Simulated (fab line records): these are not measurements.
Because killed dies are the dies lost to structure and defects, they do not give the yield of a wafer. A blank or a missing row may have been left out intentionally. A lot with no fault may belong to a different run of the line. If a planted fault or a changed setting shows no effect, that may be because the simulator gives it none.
Chamber matching	flow nand harc	NHARC_P_CONTACT_CMP_01 on cmp-02 has 4 sister chambers
The step polishes SiO2, target thk 200 nm. 8 wafers are shown with their chamber, then 11 later ones without.

== WAFERS PAIRED WITH THEIR CHAMBERS ==
wafer	chamber	motor current A (A)	slurry flow ml min
L081.1	3	11.1	149.9
L081.6	3	10.6	150.0
L082.1	0	13.4	149.2
L082.5	1	12.3	150.3
L083.1	2	12.7	150.4
L083.2	1	11.9	148.8
L083.5	0	12.9	149.2
L084.3	2	13.0	150.4

== WAFERS WITH NO CHAMBER GIVEN ==
wafer	motor current A (A)	slurry flow ml min
L084.5	12.3	150.0
L084.6	13.7	150.3
L086.2	13.8	150.0
L086.3	12.5	150.3
L086.6	13.7	150.1
L089.1	11.8	149.5
L089.3	10.6	149.8
L089.4	12.7	150.0
L097.2	9.8	150.5
L097.4	13.8	149.3
L097.5	10.8	150.1

== WHICH CHAMBER EACH ONE RAN IN ==
wafer	from the rows above	in truth
L084.5	can't be placed: 1 or 2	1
L084.6	can't be placed: 0 or 2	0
L086.2	can't be placed: 0 or 2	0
L086.3	can't be placed: 2 or 1 or 0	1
L086.6	can't be placed: 0 or 2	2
L089.1	1	1
L089.3	3	3
L089.4	can't be placed: 2 or 0 or 1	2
L097.2	3	3
L097.4	can't be placed: 0 or 2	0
L097.5	3	3
Correct placement for 4 of the 11. From these rows, 7 cannot be placed; in 7 the true chamber is one of the candidates. Placed wrongly: 0.
How it was worked out, from the rows above alone: a wafer's distance from a chamber is the root of the sum, over the readings, of the square of ((its reading less the chamber's mean) divided by the reading's scatter). The wafer belongs to the nearest chamber; if the next one is less than 2 further off, it can't be placed. Each chamber's mean is taken over the wafers shown for it. The scatter is the square root of a quotient: the sum, over the shown wafers, of each reading's squared deviation from its chamber's mean, divided by wafers minus chambers.
